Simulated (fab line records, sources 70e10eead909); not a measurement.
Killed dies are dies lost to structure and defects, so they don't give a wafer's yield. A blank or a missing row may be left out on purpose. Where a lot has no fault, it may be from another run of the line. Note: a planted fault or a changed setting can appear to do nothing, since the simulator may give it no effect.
Which tool is to blame? -- flow nandHarc -- 13 lots, 39 wafers sampled, at 4 steps of a route of 1159

WHAT THE GAUGES READ, wafer by wafer
NHARC_END_SORT_01. Usual: killedAtArray 30, standard deviation 10; killedAtOther 0.5, standard deviation 0.82; killedAtPeriphery 2.9, standard deviation 2; killedDies 34, standard deviation 11; killedOpen 3.2, standard deviation 1.8; killedShort 2.0, standard deviation 1.4.
lot,measured,on,killedAtArray,killedAtOther,killedAtPeriphery,killedDies,killedOpen,killedShort,flag
L861,day 24 08:30,prober-02,130 123 85,1 3 1,2 1 3,133 127 89,2 3 5,1 4 7,OFF
L864,day 24 14:22,prober-01,92 101 136,0 0 0,4 8 2,96 109 138,4 4 2,4 1 1,OFF

WHAT TOOL EACH LOT RAN ON (gives the tool, then ch and the chambers of the sampled wafers, and finally the start)
lot,NHARC_A_CHANNEL_FILL_D1_ETCHBACK_19,NHARC_A_BONDPAD_ETCH_12,NHARC_THIN_TSV_STRIP_62
L845,"rieSi-04 ch 0,1,3, day 8 23:05","rieDiel-10 ch 0,2, day 19 08:26 or earlier","plasmaAsher-01 ch 1, day 19 08:26"
L846,"rieSi-06 ch 1,3, day 10 03:07","rieDiel-10 ch 0,1,2, day 19 09:05 or earlier","plasmaAsher-01 ch 0,1, day 19 09:05"
L850,"rieSi-03 ch 0,1,3, day 10 19:01","rieDiel-06 ch 0,1,2, day 20 06:29 or earlier","plasmaAsher-02 ch 0,1, day 20 06:29"
L849,"rieSi-04 ch 0,1,2, day 10 19:01","rieDiel-07 ch 0,1,3, day 20 05:43 or earlier","plasmaAsher-02 ch 0,1, day 20 05:43"
L851,"rieSi-04 ch 0,3, day 11 02:49","rieDiel-07 ch 2,3, day 20 07:37 or earlier","plasmaAsher-02 ch 1, day 20 07:37"
L853,"rieSi-03 ch 0,3, day 11 18:52","rieDiel-06 ch 0,2, day 21 11:25 or earlier","plasmaAsher-02 ch 0,1, day 21 11:25"
L854,"rieSi-06 ch 0,1,3, day 12 05:09","rieDiel-07 ch 0,1, day 21 23:35 or earlier","plasmaAsher-02 ch 0,1, day 21 23:35"
L855,"rieSi-03 ch 0,2,3, day 12 05:09","rieDiel-07 ch 0,1,3, day 21 10:10 or earlier","plasmaAsher-02 ch 0,1, day 21 10:10"
L856,"rieSi-04 ch 1,2,3, day 12 21:23","rieDiel-06 ch 0,1,2, day 21 22:18 or earlier","plasmaAsher-01 ch 0,1, day 21 22:18"
L861,"rieSi-06 ch 0,2,3, day 13 20:53","rieDiel-06 ch 0,3, day 23 12:14 or earlier","plasmaAsher-01 ch 0,1, day 23 12:14"
L864,"rieSi-06 ch 0,1,3, day 14 15:38","rieDiel-07 ch 1,2,3, day 23 20:33 or earlier","plasmaAsher-01 ch 0,1, day 23 20:33"
L866,"rieSi-03 ch 0,1,3, day 14 19:36","rieDiel-06 ch 0,1,2, day 24 02:10 or earlier","plasmaAsher-02 ch 0,1, day 24 02:10"
L867,"rieSi-04 ch 0,2,3, day 15 13:56","rieDiel-10 ch 0,1,3, day 24 13:30 or earlier","plasmaAsher-01 ch 0,1, day 24 13:30"
- NHARC_A_CHANNEL_FILL_D1_ETCHBACK_19: etches the open film in HBr/Cl2, target depth 5 nm, time 1.7 s.
- NHARC_A_BONDPAD_ETCH_12: etches the open film in CHF3/O2, target depth 220 nm, time 110 s.
- NHARC_THIN_TSV_STRIP_62: strips in N2/H2, time 20 s.

AS READ BY THE TOOLS THEMSELVES (means over the sampled wafers that have a number; for cases with no such wafer, the mark the record gives instead)
NHARC_A_CHANNEL_FILL_D1_ETCHBACK_19. Usual: drypumpMotorCurrentA 5.7 A, standard deviation 0.38; oesProductAu 0.995 a.u., standard deviation 0.017; throttleValvePct 26.405 %, standard deviation 0.0093.
lot,tool,drypumpMotorCurrentA (A),oesProductAu (a.u.),throttleValvePct (%),flag
L845,rieSi-04,5.9,1.008,26.404,
L846,rieSi-06,5.9,1.011,26.408,
L850,rieSi-03,5.5,0.987,26.399,
L849,rieSi-04,5.8,1.005,26.396,
L851,rieSi-04,5.7,0.993,26.413,
L853,rieSi-03,5.7,0.977,26.406,
L854,rieSi-06,5.6,1.006,26.404,
L855,rieSi-03,5.8,0.980,26.399,
L856,rieSi-04,5.7,1.011,26.410,
L861,rieSi-06,5.9,1.008,26.402,
L864,rieSi-06,5.6,1.003,26.400,
L866,rieSi-03,5.5,0.984,26.402,
L867,rieSi-04,5.7,1.008,26.404,

NHARC_A_BONDPAD_ETCH_12. Usual: drypumpMotorCurrentA 5.7 A, standard deviation 0.47; oesProductAu 0.946 a.u., standard deviation 0.025; rfVppV 371.3 V, standard deviation 2; showerheadPlenumPTorr 2.43 Torr, standard deviation 0.088; throttleValvePct 20.570 %, standard deviation 0.0093.
lot,tool,drypumpMotorCurrentA (A),oesProductAu (a.u.),rfVppV (V),showerheadPlenumPTorr (Torr),throttleValvePct (%),flag
L845,rieDiel-10,6.4,0.928,373.3,2.49,20.568,
L846,rieDiel-10,6.1,0.926,371.3,2.45,20.564,
L850,rieDiel-06,5.2,0.982,372.5,2.49,20.572,
L849,rieDiel-07,6.2,0.919,371.3,2.42,20.566,
L851,rieDiel-07,5.7,0.936,368.3,2.31,20.579,
L853,rieDiel-06,5.3,0.982,373.5,2.52,20.579,
L854,rieDiel-07,6.2,0.920,370.6,2.39,20.566,
L855,rieDiel-07,6.2,0.926,371.2,2.42,20.575,
L856,rieDiel-06,5.3,0.977,371.6,2.49,20.568,
L861,rieDiel-06,5.7,0.929,371.8,2.44,20.573,
L864,rieDiel-07,5.9,0.936,369.4,2.33,20.572,
L866,rieDiel-06,5.2,0.976,371.9,2.49,20.567,
L867,rieDiel-10,5.6,0.986,371.0,2.43,20.572,

NHARC_THIN_TSV_STRIP_62. Usual: drypumpMotorCurrentA 5.6 A, standard deviation 0.34; heaterPowerW 314 W, standard deviation 18; rfReflPowerW 20 W, standard deviation 4.5.
lot,tool,drypumpMotorCurrentA (A),heaterPowerW (W),rfReflPowerW (W),flag
L845,plasmaAsher-01,6.1,320,19,
L846,plasmaAsher-01,5.8,328,-,OFF
L850,plasmaAsher-02,5.5,305,21,
L849,plasmaAsher-02,5.5,305,22,
L851,plasmaAsher-02,5.6,300,26,
L853,plasmaAsher-02,5.6,299,22,
L854,plasmaAsher-02,5.4,310,18,
L855,plasmaAsher-02,5.4,308,18,
L856,plasmaAsher-01,5.9,313,20,
L861,plasmaAsher-01,5.6,327,21,
L864,plasmaAsher-01,5.9,315,20,
L866,plasmaAsher-02,5.6,302,22,
L867,plasmaAsher-01,5.8,318,20,

THE ANSWER, worked out from the rows above alone
Rule: a lot is off if the mean of its wafers that have a number lies more than 3 standard deviations from the usual mean. Also off: a lot with no number at a reading for which 4 or more lots have one. All remaining lots with rows at the step are treated as sound. After the gauges, taken in route order, come the tools' own readings; for these a lot's mean is taken, as printed above. At the first step where some lot is off, the reading lying furthest off is the one used; lots without a number count as furthest.
Off: L861, L864 (NHARC_END_SORT_01, killedAtArray). Neither off nor sound, because the step has no rows for them: L845, L846, L850, L849, L851, L853, L854, L855, L856, L866, L867.
If a tool, at a process step before that reading, ran all the lots that are off and no sound lot after the first of them, it fits. Gauges at NHARC_END_SORT_01: tried the same way as those tools. With no start given for some of its lots, NHARC_A_BONDPAD_ETCH_12 uses the hours and lot order of NHARC_THIN_TSV_STRIP_62. This does not decide it: 2 tools fit, namely rieSi-06 at NHARC_A_CHANNEL_FILL_D1_ETCHBACK_19 and plasmaAsher-01 at NHARC_THIN_TSV_STRIP_62.

WHAT THE SIMULATOR HAD INSERTED
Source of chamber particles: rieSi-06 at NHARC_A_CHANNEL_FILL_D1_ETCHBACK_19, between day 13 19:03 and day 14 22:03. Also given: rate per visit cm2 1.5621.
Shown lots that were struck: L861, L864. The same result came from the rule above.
